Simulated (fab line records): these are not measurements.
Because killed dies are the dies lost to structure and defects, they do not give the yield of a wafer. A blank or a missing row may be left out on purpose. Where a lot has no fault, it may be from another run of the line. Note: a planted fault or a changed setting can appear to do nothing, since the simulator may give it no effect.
fab line records | flow nand_harc
[record] lots = 12 | wafers = 36 | last_day = 33
route steps=1302 shown A_STAIRCASE@714 END@1302
lots with no fault: from the same line, run without faults
start_h: start of the lot's first displayed wafer, in hours after the record's first day | wait_h: hours from the lot's prior step to this one | " repeats the value in the row above | L1.1+2: one row covering several wafers at once | - either no value or no given start | * or withheld: withheld | < > ~ a bound
route shown NAME@n: NAME is a module with steps in the file, n the number in the route of the first one | usual: mean/standard deviation taken from wafers without a fault | same: alike in all rows | chamber/n: place in a boat | sites: each site's reading | _std_site: how widely they spread, as a standard deviation | _edge_site: the outer-site mean with the inner-site mean subtracted | radius_mm: for every site, how far away it sits from the centre of the wafer | mask NAME#n: copy n | behind: tool/chamber where the wafer was last shaped | hold: the reason the lot was held/the length of the hold in hours/how it ended | device: names the non-switching transistor (n, p or np) | end of line: at the end of the route, the tests of the same wafers | for a step that has no rows: nothing shown but its recipe | killed: dies lost to structure and defects at the first sort, not the wafer's yield | map: a wafer's dies, marking killed ones x, the rest . and places with no die _
set.NAME: the run value of the setting; set.NAME@STEP: its run value at that earlier step | model.NAME: the simulator's own value behind a step, which no gauge read
the route's steps for a sample of lots (tables are steps, rows are wafers)
services: from which hour (start_h, from the record's first day; less than 0 if before it) a tool's chamber was out of use, for how many hours, and why
[[steps]]
[step NHARC_A_STAIRCASE_TRIM_200]
[recipe] time_s = 211.2 | o2_flow_sccm = 500 | ar_flow_sccm = 0 | bias_w = 0 | chemistry = O2
[usual] drypump_motor_current_A = 5.8/0.35 | oes_product_au = 0.997/0.012 | rf_vpp_V = 57.7/1 | showerhead_plenum_p_Torr = 3.52/0.16 | throttle_valve_pct = 17.037/0.0099
lot.wafer | tool        | chamber | start_h | wait_h | drypump_motor_current_A | oes_product_au | rf_hours_counter_h | rf_vpp_V | showerhead_plenum_p_Torr | throttle_valve_pct
L268.1    | rie_diel-03 | 0       | -       | -      | 6.2                     | 0.998          | 28                 | 58.1     | 3.29                     | 17.041
L268.4    | "           | 1       | "       | "      | 5.7                     | 1.017          | 22                 | 56.0     | 3.57                     | 17.014
L268.5    | "           | 3       | "       | "      | 5.4                     | 1.007          | -                  | 57.2     | 3.39                     | 17.033
L270.4    | rie_diel-13 | 1       | -       | -      | 5.6                     | 1.013          | 15                 | 58.3     | 3.65                     | 17.022
L270.5    | "           | 3       | "       | "      | 5.1                     | 1.004          | -                  | 57.2     | 3.35                     | 17.048
L270.6    | "           | 0       | "       | "      | 5.9                     | 0.993          | -                  | 59.1     | 3.63                     | 17.033
L278.3    | rie_diel-03 | 0       | -       | -      | 6.2                     | 0.988          | 2                  | 58.8     | 3.81                     | 17.062
L278.5    | "           | 2       | "       | "      | 6.2                     | 0.993          | -                  | 58.3     | 3.34                     | 17.023
L278.6    | "           | 3       | "       | "      | 5.4                     | 1.006          | -                  | 57.6     | 3.37                     | 17.039
L282.2    | rie_diel-03 | 2       | -       | -      | 6.2                     | 0.999          | 12                 | 57.7     | 3.33                     | 17.037
L282.3    | "           | 3       | "       | "      | 5.4                     | 0.998          | 13                 | 58.6     | 3.36                     | 17.042
L282.5    | "           | 2       | "       | "      | 6.2                     | 1.001          | -                  | 56.5     | 3.33                     | 17.041
L283.2    | rie_diel-01 | 1       | -       | -      | 5.6                     | 1.004          | 41                 | 58.0     | 3.62                     | 17.045
L283.3    | "           | 2       | "       | "      | 5.9                     | 1.004          | 35                 | 56.3     | 3.45                     | 17.046
L283.4    | "           | 0       | "       | "      | 5.9                     | 0.984          | 44                 | 58.1     | 3.55                     | 17.056
L285.1    | rie_diel-03 | 1       | -       | -      | 5.7                     | 1.000          | 26                 | 58.8     | 3.53                     | 17.049
L285.2    | "           | 3       | "       | "      | 5.4                     | 1.014          | 28                 | 57.5     | 3.36                     | 17.038
L285.5    | "           | 1       | "       | "      | 5.7                     | 1.000          | -                  | 58.1     | 3.53                     | 17.020
L284.2    | rie_diel-13 | 2       | -       | -      | 6.1                     | 0.989          | 1                  | 60.4     | 3.71                     | 17.058
L284.5    | "           | 1       | "       | "      | 5.6                     | 0.987          | -                  | 58.1     | 3.63                     | 17.036
L284.6    | "           | 2       | "       | "      | 6.1                     | 1.004          | -                  | 59.3     | 3.71                     | 17.044
L286.2    | rie_diel-01 | 3       | -       | -      | 6.3                     | 0.988          | 50                 | 57.0     | 3.31                     | 17.038
L286.5    | "           | 1       | "       | "      | 5.7                     | 1.011          | -                  | 57.1     | 3.61                     | 17.041
L286.4    | "           | 3       | "       | "      | 6.3                     | 0.978          | -                  | 57.5     | 3.31                     | 17.035
L287.3    | rie_diel-03 | 3       | -       | -      | 5.4                     | 1.021          | 32                 | 56.6     | 3.35                     | 17.052
L287.4    | "           | 1       | "       | "      | 5.7                     | 1.009          | 32                 | 57.4     | 3.53                     | 17.022
L287.6    | "           | 3       | "       | "      | 5.4                     | 1.019          | -                  | 56.2     | 3.35                     | 17.039
L289.2    | rie_diel-13 | 3       | -       | -      | 5.1                     | 0.979          | 19                 | 54.9     | 3.32                     | 17.031
L289.1    | "           | 0       | "       | "      | 5.9                     | 0.994          | 19                 | 57.6     | 3.59                     | 17.042
L289.5    | "           | 0       | "       | "      | 5.9                     | 0.994          | -                  | 56.8     | 3.59                     | 17.041
L288.3    | rie_diel-13 | 3       | -       | -      | 5.1                     | 0.972          | 20                 | 57.5     | 3.32                     | 17.034
L288.5    | "           | 2       | "       | "      | 6.1                     | 1.001          | -                  | 58.7     | 3.70                     | 17.047
L288.6    | "           | 3       | "       | "      | 5.1                     | 0.983          | -                  | 57.8     | 3.32                     | 17.034
L290.3    | rie_diel-01 | 3       | -       | -      | 6.4                     | 1.019          | 13                 | 56.6     | 3.30                     | 17.050
L290.4    | "           | 2       | "       | "      | 5.9                     | 1.010          | 6                  | 57.8     | 3.44                     | 17.037
L290.5    | "           | 3       | "       | "      | 6.3                     | 1.016          | -                  | 57.1     | 3.30                     | 17.031
[step NHARC_A_STAIRCASE_STRIP_205]
[recipe] power_w = 1500 | temp_c = 250 | chemistry = O2
[usual] drypump_motor_current_A = 5.50/0.19 | heater_power_w = 348/42 | temp_c = 249.99/0.17
lot.wafer | tool            | chamber | start_h | wait_h | drypump_motor_current_A | heater_power_w | rf_hours_counter_h | temp_c
L268.1    | plasma_asher-02 | 0       | 366.64  | 0.1    | 5.42                    | 366            | 23                 | 249.65
L268.4    | "               | 1       | "       | "      | 5.32                    | 392            | -                  | 249.91
L268.5    | "               | 1       | "       | "      | 5.32                    | 401            | -                  | 250.07
L270.4    | plasma_asher-02 | 1       | 414.74  | 0.2    | 5.27                    | 394            | -                  | 250.09
L270.5    | "               | 1       | "       | "      | 5.27                    | 388            | -                  | 250.12
L270.6    | "               | 0       | "       | "      | 5.39                    | 355            | -                  | 249.82
L278.3    | plasma_asher-02 | 1       | 478.11  | 0.2    | 5.30                    | 395            | -                  | 249.82
L278.6    | "               | 1       | "       | "      | 5.29                    | 385            | -                  | 249.60
L278.5    | "               | 0       | "       | "      | 5.41                    | 350            | -                  | 250.13
L282.2    | plasma_asher-02 | 1       | 508.72  | 0.1    | 5.29                    | 385            | 15                 | 250.12
L282.3    | "               | 1       | "       | "      | 5.28                    | 400            | -                  | 249.78
L282.5    | "               | 1       | "       | "      | 5.31                    | 400            | -                  | 249.69
L283.2    | plasma_asher-01 | 0       | 515.61  | 0.1    | 5.68                    | 333            | 33                 | 249.92
L283.3    | "               | 1       | "       | "      | 5.78                    | 280            | -                  | 250.11
L283.4    | "               | 0       | "       | "      | 5.68                    | 320            | -                  | 250.00
L285.2    | plasma_asher-02 | 1       | 534.05  | 0.1    | 5.31                    | 393            | 23                 | 250.06
L285.1    | "               | 0       | "       | "      | 5.43                    | 349            | 23                 | 250.09
L285.5    | "               | 1       | "       | "      | 5.28                    | 399            | -                  | 250.04
L284.2    | plasma_asher-02 | 0       | 534.33  | 0.3    | 5.41                    | 366            | 24                 | 250.14
L284.5    | "               | 0       | "       | "      | 5.39                    | 353            | -                  | 250.02
L284.6    | "               | 1       | "       | "      | 5.30                    | 401            | -                  | 249.70
L286.2    | plasma_asher-01 | 0       | 546.84  | 0.1    | 5.66                    | 311            | 2                  | 249.93
L286.4    | "               | 1       | "       | "      | 5.79                    | 299            | -                  | 249.78
L286.5    | "               | 1       | "       | "      | 5.75                    | 295            | -                  | 249.68
L287.3    | plasma_asher-01 | 1       | 547.29  | 0.2    | 5.75                    | 293            | -                  | 249.66
L287.4    | "               | 0       | "       | "      | 5.68                    | 310            | -                  | 249.95
L287.6    | "               | 1       | "       | "      | 5.74                    | 297            | -                  | 250.11
L289.1    | plasma_asher-01 | 0       | 585.52  | 0.1    | 5.65                    | 319            | 9                  | 250.01
L289.2    | "               | 1       | "       | "      | 5.75                    | 292            | 9                  | 250.20
L289.5    | "               | 1       | "       | "      | 5.77                    | 294            | -                  | 250.20
L288.3    | plasma_asher-02 | 0       | 589.95  | 0.2    | 5.45                    | 356            | -                  | 250.06
L288.5    | "               | 0       | "       | "      | 5.42                    | 351            | -                  | 250.10
L288.6    | "               | 1       | "       | "      | 5.29                    | 392            | -                  | 249.82
L290.3    | plasma_asher-01 | 1       | 599.43  | 0.2    | 5.76                    | 295            | -                  | 249.53
L290.4    | "               | 0       | "       | "      | 5.68                    | 307            | -                  | 249.95
L290.5    | "               | 1       | "       | "      | 5.75                    | 290            | -                  | 249.91
[step NHARC_A_STAIRCASE_TRIM_233]
[recipe] time_s = 211.2 | o2_flow_sccm = 500 | ar_flow_sccm = 0 | bias_w = 0 | chemistry = O2
[usual] drypump_motor_current_A = 5.8/0.33 | oes_product_au = 0.999/0.013 | rf_vpp_V = 57.6/0.93 | showerhead_plenum_p_Torr = 3.51/0.15 | throttle_valve_pct = 17.037/0.0087
lot.wafer | tool        | chamber | start_h | wait_h | drypump_motor_current_A | oes_product_au | rf_hours_counter_h | rf_vpp_V | showerhead_plenum_p_Torr | throttle_valve_pct
L268.1    | rie_diel-13 | 2       | 369.67  | -      | 6.1                     | 0.997          | 6                  | 58.2     | 3.74                     | 17.040
L268.4    | "           | 3       | "       | "      | 5.1                     | 1.002          | 5                  | 55.8     | 3.35                     | 17.025
L268.5    | "           | 0       | "       | "      | 5.9                     | 0.998          | -                  | 56.7     | 3.63                     | 17.032
L270.4    | rie_diel-03 | 0       | 417.94  | -      | 6.2                     | 1.012          | 43                 | 57.6     | 3.28                     | 17.031
L270.6    | "           | 3       | "       | "      | 5.4                     | 1.018          | -                  | 56.4     | 3.38                     | 17.045
L270.5    | "           | 0       | "       | "      | 6.2                     | 0.812          | -                  | 56.7     | 3.28                     | 17.042
L278.3    | rie_diel-01 | 2       | 481.31  | -      | 5.9                     | 0.990          | 24                 | 59.0     | 3.46                     | 17.044
L278.5    | "           | 2       | "       | "      | 5.9                     | 0.985          | -                  | 56.8     | 3.46                     | 17.033
L278.6    | "           | 3       | "       | "      | 6.3                     | 0.983          | -                  | 57.1     | 3.32                     | 17.040
L282.3    | rie_diel-13 | 0       | 512.34  | -      | 5.9                     | 0.972          | 47                 | 57.9     | 3.60                     | 17.047
L282.2    | "           | 1       | "       | "      | 5.6                     | 1.000          | 49                 | 58.2     | 3.63                     | 17.036
L282.5    | "           | 2       | "       | "      | 6.1                     | 0.996          | -                  | 58.9     | 3.71                     | 17.033
L283.2    | rie_diel-13 | 0       | 519.65  | -      | 5.9                     | 0.976          | 50                 | 57.9     | 3.60                     | 17.041
L283.3    | "           | 1       | "       | "      | 5.6                     | 0.993          | -                  | 57.1     | 3.63                     | 17.030
L283.4    | "           | 0       | "       | "      | 5.9                     | 0.979          | -                  | 56.2     | 3.60                     | 17.023
L285.2    | rie_diel-13 | 1       | 537.05  | -      | 5.6                     | 0.990          | 2                  | 57.8     | 3.63                     | 17.041
L285.1    | "           | 0       | "       | "      | 5.9                     | 0.990          | 2                  | 57.6     | 3.60                     | 17.038
L285.5    | "           | 1       | "       | "      | 5.6                     | 0.983          | -                  | 58.5     | 3.63                     | 17.043
L284.2    | rie_diel-01 | 1       | 537.90  | -      | 5.7                     | 1.022          | 50                 | 57.2     | 3.62                     | 17.022
L284.6    | "           | 0       | "       | "      | 5.9                     | 0.997          | -                  | 57.0     | 3.55                     | 17.032
L284.5    | "           | 1       | "       | "      | 5.7                     | 1.023          | -                  | 57.1     | 3.62                     | 17.040
L286.2    | rie_diel-01 | 1       | 550.09  | -      | 5.7                     | 1.015          | 53                 | 59.5     | 3.61                     | 17.018
L286.4    | "           | 1       | "       | "      | 5.7                     | 1.015          | -                  | 58.0     | 3.61                     | 17.029
L286.5    | "           | 3       | "       | "      | 6.4                     | 0.978          | -                  | 58.7     | 3.31                     | 17.030
L287.4    | rie_diel-03 | 0       | 550.31  | -      | 6.2                     | 0.997          | 33                 | 57.4     | 3.79                     | 17.039
L287.3    | "           | 1       | "       | "      | 5.7                     | 1.000          | 32                 | 59.2     | 3.53                     | 17.036
L287.6    | "           | 1       | "       | "      | 5.7                     | 1.007          | -                  | 58.3     | 3.53                     | 17.024
L289.1    | rie_diel-01 | 2       | 588.66  | -      | 6.0                     | 1.013          | 3                  | 57.9     | 3.44                     | 17.030
L289.2    | "           | 3       | "       | "      | 6.4                     | 1.011          | 10                 | 57.2     | 3.30                     | 17.052
L289.5    | "           | 0       | "       | "      | 5.9                     | 0.988          | -                  | 58.0     | 3.54                     | 17.028
L288.3    | rie_diel-01 | 2       | 593.00  | -      | 5.9                     | 1.001          | 4                  | 56.8     | 3.44                     | 17.047
L288.6    | "           | 2       | "       | "      | 5.9                     | 0.998          | -                  | 58.1     | 3.44                     | 17.038
L288.5    | "           | 3       | "       | "      | 6.4                     | 1.006          | -                  | 57.4     | 3.30                     | 17.045
L290.3    | rie_diel-03 | 0       | 602.47  | -      | 6.2                     | 0.994          | 50                 | 57.5     | 3.78                     | 17.056
L290.4    | "           | 1       | "       | "      | 5.7                     | 1.004          | 52                 | 57.6     | 3.52                     | 17.041
L290.5    | "           | 3       | "       | "      | 5.4                     | 1.012          | -                  | 57.0     | 3.35                     | 17.025
[step NHARC_A_STAIRCASE_ETCH_234]
[recipe] target_depth_a = 1000 | time_s = 40.5 | ion_energy_ev = 400 | c4f8_flow_sccm = 20 | o2_flow_sccm = 10 | ar_flow_sccm = withheld | rf_w = 600 | bias_w = 1000 | chemistry = C4F8/O2
[usual] oes_product_au = 0.943/0.014 | rf_vpp_V = 895/5.8
lot.wafer | tool        | chamber | start_h | wait_h | oes_product_au | rf_hours_counter_h | rf_vpp_V
L268.1    | rie_diel-13 | 0       | -       | -      | 0.944          | 5                  | 898
L268.4    | "           | 3       | "       | "      | 0.966          | 5                  | 889
L268.5    | "           | 0       | "       | "      | 0.930          | -                  | 899
L270.4    | rie_diel-03 | 3       | -       | -      | 0.945          | 46                 | 888
L270.5    | "           | 2       | "       | "      | 0.943          | -                  | 889
L270.6    | "           | 3       | "       | "      | 0.939          | -                  | 890
L278.3    | rie_diel-01 | 1       | -       | -      | 0.962          | 29                 | 900
L278.6    | "           | 2       | "       | "      | 0.928          | -                  | 893
L278.5    | "           | 3       | "       | "      | 0.917          | -                  | 888
L282.3    | rie_diel-13 | 1       | -       | -      | 0.961          | 49                 | 899
L282.2    | "           | 2       | "       | "      | 0.953          | 51                 | 903
L282.5    | "           | 0       | "       | "      | 0.932          | -                  | 898
L283.2    | rie_diel-13 | 0       | -       | -      | 0.911          | 50                 | 899
L283.4    | "           | 1       | "       | "      | 0.935          | -                  | 900
L283.3    | "           | 0       | "       | "      | 0.917          | -                  | 898
L285.1    | rie_diel-13 | 3       | -       | -      | 0.926          | 1                  | 889
L285.2    | "           | 0       | "       | "      | 0.940          | 2                  | 898
L285.5    | "           | 3       | "       | "      | 0.932          | -                  | 888
L284.2    | rie_diel-01 | 1       | -       | -      | 0.946          | 50                 | 899
L284.6    | "           | 1       | "       | "      | 0.941          | -                  | 898
L284.5    | "           | 2       | "       | "      | 0.948          | -                  | 894
L286.2    | rie_diel-01 | 1       | -       | -      | 0.954          | 53                 | 897
L286.5    | "           | 2       | "       | "      | 0.931          | -                  | 892
L286.4    | "           | 1       | "       | "      | 0.954          | -                  | 900
L287.3    | rie_diel-03 | 2       | -       | -      | 0.953          | 32                 | 887
L287.4    | "           | 3       | "       | "      | 0.965          | 33                 | 887
L287.6    | "           | 2       | "       | "      | 0.942          | -                  | 888
L289.1    | rie_diel-01 | 1       | -       | -      | 0.962          | 8                  | 899
L289.2    | "           | 2       | "       | "      | 0.960          | 3                  | 892
L289.5    | "           | 3       | "       | "      | 0.960          | -                  | 888
L288.3    | rie_diel-01 | 2       | -       | -      | 0.939          | 4                  | 892
L288.5    | "           | 3       | "       | "      | 0.950          | -                  | 887
L288.6    | "           | 0       | "       | "      | 0.935          | -                  | 897
L290.4    | rie_diel-03 | 1       | -       | -      | 0.954          | 52                 | 895
L290.3    | "           | 2       | "       | "      | 0.926          | 51                 | 889
L290.5    | "           | 3       | "       | "      | 0.948          | -                  | 889
[step NHARC_END_SORT_01]
[recipe] temp_c = 25
[usual] killed_at_array = 54/21 | killed_at_other = 0.9/1.1 | killed_at_periphery = 3.5/2.5 | killed_dies = 58/21 | killed_open = 3.3/1.9 | killed_short = 2.6/1.8
[same] gross_dies = 677
lot.wafer | tool      | chamber | start_h | wait_h | killed_at_array | killed_at_other | killed_at_periphery | killed_dies | killed_open | killed_short
L270.4    | prober-01 | 0       | 633.72  | 3.4    | 21              | 1               | 3                   | 25          | 1           | 1
L270.5    | prober-01 | 0       | 634.53  | 3.7    | 662             | 0               | 3                   | 665         | 2           | 6
L270.6    | prober-01 | 0       | 635.33  | 4.0    | 31              | 0               | 2                   | 33          | 3           | 0
// killed by level:class
L270.4 A_CHANNEL_HOLE_D2:chamber_film_flake=6 A_CHANNEL_FILL_D1:chamber_film_flake=3 A_WL_FILL:chamber_film_flake=3 A_CHANNEL_HOLE_D1:chamber_film_flake=2 A_STAIRCASE:chamber_film_flake=2 A_CONTACT:chamber_film_flake=2 P_GATE:geometric_particle:open=1 A_BLC:geometric_particle:short=1
L270.5 A_STAIRCASE:area_trim=639 A_CHANNEL_HOLE_D2:chamber_film_flake=6 A_CONTACT:chamber_film_flake=5 A_CHANNEL_HOLE_D1:chamber_film_flake=3 A_ONON_D1:geometric_particle:short=2 P_GATE:chamber_film_flake=2 P_GATE:geometric_particle:open=1 A_CHANNEL_FILL_D1:geometric_particle:short=1
L270.6 A_CHANNEL_HOLE_D2:chamber_film_flake=12 A_CONTACT:chamber_film_flake=4 A_CHANNEL_HOLE_D1:chamber_film_flake=2 A_CHANNEL_FILL_D1:chamber_film_flake=2 A_DECK1_JOINT:chamber_film_flake=2 A_SLIT:chamber_film_flake=2 A_WL_FILL:chamber_film_flake=2 A_M1:chamber_film_flake=2
[[services]]
tool            | chamber | start_h | hours | kind
rie_diel-13     | -       | 343.02  | 9.0   | pm
plasma_asher-01 | -       | 349.60  | 9.0   | pm
rie_diel-01     | 0       | 364.47  | -     | clean
rie_diel-01     | 1       | 364.47  | -     | clean
rie_diel-01     | 2       | 364.47  | -     | clean
rie_diel-01     | 3       | 364.47  | -     | clean
rie_diel-01     | -       | 380.82  | 9.0   | pm
rie_diel-01     | 0       | 380.82  | 9.0   | vent_cycle
rie_diel-01     | 1       | 380.82  | 9.0   | vent_cycle
rie_diel-01     | 2       | 380.82  | 9.0   | vent_cycle
rie_diel-01     | 3       | 380.82  | 9.0   | vent_cycle
rie_diel-01     | -       | 396.72  | 0.4   | repair
rie_diel-13     | 0       | 401.64  | 10.6  | repair
plasma_asher-02 | -       | 426.00  | 9.0   | pm
rie_diel-03     | -       | 461.71  | 9.0   | pm
rie_diel-13     | 1       | 485.28  | 3.4   | repair
rie_diel-13     | 3       | 517.00  | 2.9   | repair
rie_diel-13     | 2       | 518.14  | 4.1   | repair
rie_diel-13     | -       | 520.08  | 9.0   | pm
plasma_asher-01 | -       | 526.60  | 9.0   | pm
rie_diel-03     | 2       | 563.07  | 2.6   | repair
plasma_asher-02 | -       | 571.58  | 0.4   | repair
rie_diel-01     | 2       | 573.91  | 10.4  | repair
rie_diel-13     | -       | 586.75  | 0.2   | repair
[[key]]
[first_sign] step = NHARC_A_STAIRCASE_TRIM_233 | reading = oes_product_au | direction = down | sigmas = 15 | usual = 0.999 | struck = 0.812
[effect] step = NHARC_END_SORT_01 | reading = killed_at_array | direction = up | sigmas = 29 | usual = 54 | struck = 662
[more_kills_born_at] NHARC_A_STAIRCASE_TRIM_233@rie_diel-03 = 639
met_at NHARC_A_STAIRCASE_TRIM_233
struck_lots L270
struck_wafers L270.5
later_rows_left_out L270.5
tester_left_out L270
not_acting_at NHARC_A_STAIRCASE_TRIM_200,NHARC_A_STAIRCASE_STRIP_205,NHARC_A_STAIRCASE_ETCH_234
[fault] kind = process_parameter_drift | tool = rie_diel-03 | chamber = - | onset_h = 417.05 | steps = NHARC_A_STAIRCASE_TRIM_233 | channel = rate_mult | offset = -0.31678 | shape = step | end_h = 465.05 | scope = struck_wafers_only
// tester_left_out: of these lots the tester's yield and bins aren't shown, on N5 and GAA mostly nor the transistor test; their killed dies are dies lost to structure and defects alone, not to doping, threshold or leakage, so they don't give the yield
// later_rows_left_out: the simulator's readings of these wafers behind a module that went badly wrong aren't trusted and aren't shown, but for the sort
